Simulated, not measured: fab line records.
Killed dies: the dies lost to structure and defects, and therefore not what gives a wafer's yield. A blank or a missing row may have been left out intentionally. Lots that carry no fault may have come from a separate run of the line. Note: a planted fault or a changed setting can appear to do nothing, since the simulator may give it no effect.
fab line records    flow nand-harc    part 2 of 2: steps 21 to 28 of 28
[record] lots = 5  wafers = 15  last-day = 32
route steps=1302 shown P_M1@312 P_M2@318
lots with no fault: from the same line, run without faults
start-h: the number of hours between the record's first day and the start of the first shown wafer of the lot    wait-h: hours from the lot's prior step to this one    " unchanged from the row above    L1.1+2: a single row standing in for several wafers    - value missing, or start not given    * or withheld: withheld    < > ~ a bound
route shown NAME@n: a module of which the file shows steps, and the number in the route of the first    usual: mean and standard deviation over wafers with no fault    same: alike in all rows    chamber/n: place in a boat    sites: readings site by site    _std_site: the values' standard deviation    _edge_site: inner sites' mean taken away from outer sites' mean    radius-mm: for every site, how far away it sits from the centre of the wafer    mask NAME#n: copy n    behind: the most recent tool/chamber to have shaped the wafer    hold: what put the lot on hold/how long, in hours/how the hold closed    device: which transistor (n, p or np) failed to switch    end of line: tests run on the same wafers once the route is complete    a step given without rows: its recipe and nothing more    killed: not the wafer's yield, but the dies lost to structure and defects at the first sort    map: shows each die of a wafer: x if killed, . if not, _ if none is there
set.NAME: the setting as run; set.NAME@STEP: as run at that earlier step    model.NAME: the simulator's own value behind a step, which no gauge read
lots at selected steps of the route; one table per step, one row per wafer
services: from which hour (start-h, from the record's first day; less than 0 if before it) a tool's chamber was out of use, for how many hours, and why
[[steps]]
[step NHARC_P_M2_ETCH_15]
[recipe] target-depth-a = 1825  time-s = 91.2  c4f8-flow-sccm = withheld  ar-flow-sccm = 400  rf-w = 600  bias-w = 300  chemistry = C4F8/Ar
[usual] chamber-pressure-mTorr = 25.001/0.023  oes-product-au = 0.943/0.022  rf-fwd-power-W = 595.0/2.3  rf-vpp-V = 442.2/2.2
lot.wafer  tool         chamber  start-h  wait-h  chamber-pressure-mTorr  oes-product-au  rf-fwd-power-W  rf-hours-counter-h  rf-vpp-V
L080.4     rie-diel-06  0        -        -       25.024                  0.927           596.1           2.0                 441.2
L080.6     "            2        "        "       24.986                  0.962           595.8           -                   441.0
L080.5     "            3        "        "       25.015                  0.939           594.2           -                   442.7
L082.4     rie-diel-06  1        -        -       25.065                  0.918           597.7           4.6                 443.7
L082.3     "            3        "        "       25.042                  0.924           597.4           4.4                 442.1
L082.6     "            2        "        "       24.984                  0.933           596.2           -                   438.5
L087.3     rie-diel-05  3        -        -       24.996                  0.975           592.8           0.8                 439.8
L087.2     "            1        "        "       25.004                  0.971           598.4           0.6                 445.8
L087.5     "            0        "        "       25.034                  0.981           592.8           -                   444.8
L089.1     rie-diel-05  0        -        -       25.059                  0.954           593.3           1.8                 442.9
L089.3     "            1        "        "       24.982                  0.970           599.0           1.4                 445.6
L089.4     "            2        "        "       25.013                  0.963           593.5           1.8                 445.9
L095.3     rie-diel-06  3        -        -       25.010                  0.956           596.5           1.4                 442.5
L095.6     "            2        "        "       25.008                  0.941           593.7           -                   439.8
L095.5     "            3        "        "       25.024                  0.963           597.0           -                   443.1
[step NHARC_P_M2_CD_MEAS_16]
[usual] cd-nm = 170.0/1
lot.wafer  tool       chamber  start-h  wait-h  cd-nm
L080.4     cd-sem-01  -        184.76   -       170.1
L080.5     "          -        "        "       169.5
L080.6     "          -        "        "       171.0
L082.3     cd-sem-01  -        210.48   -       169.5
L082.4     "          -        "        "       170.1
L082.6     "          -        "        "       170.0
L087.2     cd-sem-03  -        259.08   -       169.6
L087.3     "          -        "        "       168.1
L087.5     "          -        "        "       168.4
L089.1     cd-sem-01  -        274.38   -       169.5
L089.3     "          -        "        "       170.4
L089.4     "          -        "        "       169.3
L095.3     cd-sem-02  -        335.91   -       169.4
L095.5     "          -        "        "       168.3
L095.6     "          -        "        "       169.8
[step NHARC_P_M2_STRIP_18]
[recipe] power-w = 1000  n2-flow-sccm = 150  h2-flow-sccm = 150  ar-flow-sccm = 0  bias-w = 0  chemistry = N2/H2
[usual] chamber-pressure-mTorr = 29.997/0.027  drypump-motor-current-A = 5.7/0.37  h2-flow-sccm = 150.1/0.43  oes-product-au = 1.001/0.011  rf-fwd-power-W = 997/3.4  rf-vpp-V = 90.7/0.91  showerhead-plenum-p-Torr = 2.06/0.072  throttle-valve-pct = 14.171/0.0094
lot.wafer  tool         chamber  start-h  wait-h  chamber-pressure-mTorr  drypump-motor-current-A  h2-flow-sccm  oes-product-au  rf-fwd-power-W  rf-hours-counter-h  rf-vpp-V  showerhead-plenum-p-Torr  throttle-valve-pct
L080.4     rie-diel-05  0        184.90   0.1     29.985                  6.2                      149.6         1.006           992             5.6                 91.3      2.14                      14.178
L080.6     "            1        "        "       29.995                  5.3                      149.9         0.996           1003            -                   90.7      2.18                      14.187
L080.5     "            2        "        "       29.967                  5.2                      150.4         1.012           992             -                   92.2      2.18                      14.172
L082.4     rie-diel-04  2        210.56   0.1     29.974                  5.2                      149.8         0.983           1001            0.8                 89.4      2.07                      14.169
L082.3     "            3        "        "       30.033                  6.3                      150.5         1.000           992             0.8                 92.2      2.01                      14.173
L082.6     "            3        "        "       29.986                  6.2                      150.4         1.013           994             -                   90.8      2.01                      14.163
L087.2     rie-diel-06  0        259.16   0.1     30.019                  5.3                      150.5         1.005           993             7.0                 91.8      2.05                      14.152
L087.3     "            2        "        "       29.985                  5.8                      149.9         1.017           998             6.8                 90.5      1.99                      14.168
L087.5     "            0        "        "       29.980                  5.3                      150.2         1.001           994             -                   92.0      2.05                      14.168
L089.3     rie-diel-04  3        274.48   0.1     29.977                  6.2                      150.2         0.998           994             5.4                 90.2      2.01                      14.165
L089.1     "            0        "        "       30.049                  5.7                      149.1         1.010           995             5.5                 90.9      1.94                      14.168
L089.4     "            1        "        "       29.959                  6.0                      150.5         1.011           995             5.5                 90.8      2.02                      14.170
L095.3     rie-diel-06  1        336.05   0.1     30.031                  5.9                      149.9         1.009           995             1.1                 90.5      2.12                      14.163
L095.6     "            2        "        "       30.021                  5.8                      149.8         0.987           1003            -                   90.2      1.99                      14.178
L095.5     "            3        "        "       29.973                  5.5                      150.1         1.009           1001            -                   91.8      2.09                      14.186
[step NHARC_P_M2_ETCH_28]
[recipe] target-depth-a = 300  over-etch-frac = 0.3  time-s = 72.99  ion-energy-ev = 150  cf4-flow-sccm = 50  n2-flow-sccm = 100  ar-flow-sccm = 150  rf-w = 300  bias-w = 100  chemistry = CF4/N2
[usual] chamber-pressure-mTorr = 30.000/0.025  drypump-motor-current-A = 5.7/0.35  oes-product-au = 1.001/0.011  rf-fwd-power-W = 297.6/1.3  rf-vpp-V = 314.4/1.5  showerhead-plenum-p-Torr = 2.64/0.087  throttle-valve-pct = 19.795/0.0096
lot.wafer  tool         chamber  start-h  wait-h  chamber-pressure-mTorr  drypump-motor-current-A  oes-product-au  rf-fwd-power-W  rf-hours-counter-h  rf-vpp-V  showerhead-plenum-p-Torr  throttle-valve-pct
L080.4     rie-diel-05  3        -        -       29.957                  5.3                      0.991           294.8           5.2                 313.3     2.61                      19.798
L080.6     "            1        "        "       29.985                  5.3                      0.999           298.6           -                   315.3     2.79                      19.788
L080.5     "            2        "        "       30.061                  5.2                      0.996           296.8           -                   317.4     2.79                      19.803
L082.4     rie-diel-04  1        -        -       30.016                  6.0                      1.014           298.8           1.2                 313.3     2.60                      19.798
L082.3     "            2        "        "       30.045                  5.2                      0.987           296.3           0.9                 314.2     2.67                      19.791
L082.6     "            2        "        "       29.991                  5.2                      0.985           298.0           -                   314.4     2.67                      19.808
L087.2     rie-diel-06  2        -        -       29.966                  5.8                      1.019           297.7           6.8                 312.3     2.56                      19.800
L087.3     "            3        "        "       29.975                  5.4                      0.996           297.1           7.2                 315.4     2.69                      19.796
L087.5     "            1        "        "       30.019                  6.0                      0.990           296.4           -                   315.5     2.72                      19.801
L089.1     rie-diel-04  3        -        -       30.001                  6.2                      0.993           296.5           5.5                 312.7     2.59                      19.794
L089.4     "            1        "        "       29.982                  5.9                      1.008           299.2           5.5                 314.0     2.60                      19.790
L089.3     "            2        "        "       30.028                  5.2                      0.999           298.4           5.5                 315.4     2.66                      19.778
L095.3     rie-diel-06  2        -        -       30.022                  5.8                      0.983           296.6           1.6                 312.5     2.56                      19.795
L095.6     "            1        "        "       29.988                  5.9                      1.001           297.0           -                   315.1     2.72                      19.810
L095.5     "            3        "        "       30.003                  5.5                      1.002           297.7           -                   315.1     2.69                      19.797
[step NHARC_P_M2_STRIP_19]
[recipe] time-s = 600  temp-c = 30  chemistry = post-etch-residue-remover
lot.wafer   tool          chamber  start-h  wait-h
L080.5+4+6  wet-bench-10  7,0,2    185.20   -
L082.6+3+4  wet-bench-08  4,5,0    210.93   -
L087.3+2+5  wet-bench-10  4,5,6    259.54   -
L089.3+4+1  wet-bench-08  3,5,7    274.83   -
L095.3+6+5  wet-bench-08  6,1,2    336.43   -
[step NHARC_P_M2_DEGAS_29]
[recipe] temp-c = 250  time-s = 60
[usual] heater-power-w = 341/26
lot.wafer  tool            chamber  start-h  wait-h  heater-power-w
L080.4     pvd-sputter-02  -        185.48   -       322
L080.5     "               -        "        "       310
L080.6     "               -        "        "       346
L082.3     pvd-sputter-01  -        211.22   -       348
L082.4     "               -        "        "       372
L082.6     "               -        "        "       338
L087.3     pvd-sputter-03  -        259.80   -       303
L087.2     "               -        "        "       288
L087.5     "               -        "        "       298
L089.1     pvd-sputter-01  -        275.10   -       341
L089.3     "               -        "        "       349
L089.4     "               -        "        "       366
L095.3     pvd-sputter-02  -        336.70   -       296
L095.6     "               -        "        "       341
L095.5     "               -        "        "       296
[step NHARC_P_M2_PRE_CLEAN_30]
[recipe] time-s = 30  temp-c = 280  gas = H2/He
[usual] heater-power-w = 419/32
lot.wafer  tool            chamber  start-h  wait-h  heater-power-w
L080.4     pvd-sputter-02  -        -        -       379
L080.6     "               -        "        "       402
L080.5     "               -        "        "       375
L082.3     pvd-sputter-01  -        -        -       471
L082.4     "               -        "        "       426
L082.6     "               -        "        "       464
L087.2     pvd-sputter-03  -        -        -       443
L087.3     "               -        "        "       359
L087.5     "               -        "        "       462
L089.1     pvd-sputter-01  -        -        -       407
L089.3     "               -        "        "       467
L089.4     "               -        "        "       429
L095.3     pvd-sputter-02  -        -        -       361
L095.6     "               -        "        "       416
L095.5     "               -        "        "       357
[step NHARC_P_M2_PVD_20]
[recipe] target-thk-a = 50  bias-v = 168.6  power-w = 15000  chamber-pressure-pa = 0.12  time-s = 8.06  substrate-temp-c = 50  material = TaN
[usual] throttle-valve-pct = 30.5/0.83
lot.wafer  tool            chamber  start-h  wait-h  throttle-valve-pct
L080.4     pvd-sputter-02  -        -        -       30.3
L080.6     "               -        "        "       30.8
L080.5     "               -        "        "       29.7
L082.3     pvd-sputter-01  -        -        -       31.6
L082.4     "               -        "        "       30.1
L082.6     "               -        "        "       31.8
L087.2     pvd-sputter-03  -        -        -       31.5
L087.3     "               -        "        "       29.4
L087.5     "               -        "        "       31.4
L089.3     pvd-sputter-01  -        -        -       29.7
L089.1     "               -        "        "       31.0
L089.4     "               -        "        "       30.1
L095.3     pvd-sputter-02  -        -        -       28.8
L095.6     "               -        "        "       30.5
L095.5     "               -        "        "       31.1
[[services]]
tool             chamber  start-h  hours  kind
pecvd-04         -        167.69   0.6    repair
pecvd-04         -        169.28   1.4    repair
pvd-sputter-02   -        169.53   5.6    repair
pvd-sputter-03   -        170.00   10.0   pm
rie-diel-04      0        170.45   6.7    repair
rie-diel-04      -        177.93   9.0    pm
litho-track-06   -        179.01   7.0    pm
pecvd-03         -        185.30   13.0   pm
arfi-scanner-03  -        196.00   4.0    pm
litho-track-04   -        203.00   7.0    pm
arfi-scanner-03  -        215.87   3.9    repair
pvd-sputter-01   -        226.03   10.0   pm
rie-diel-05      -        229.60   9.0    pm
pvd-sputter-02   -        238.18   2.4    repair
pecvd-03         -        258.01   0.9    repair
pecvd-04         -        269.39   13.0   pm
pvd-sputter-02   -        282.01   10.0   pm
wet-bench-08     -        294.40   8.0    pm
wet-bench-10     -        294.67   2.8    repair
rie-diel-06      -        307.20   9.0    pm
wet-bench-10     -        311.21   8.0    pm
pecvd-03         0        320.85   1.7    repair
litho-track-01   -        330.01   7.0    pm
rie-diel-06      0        331.95   4.6    repair
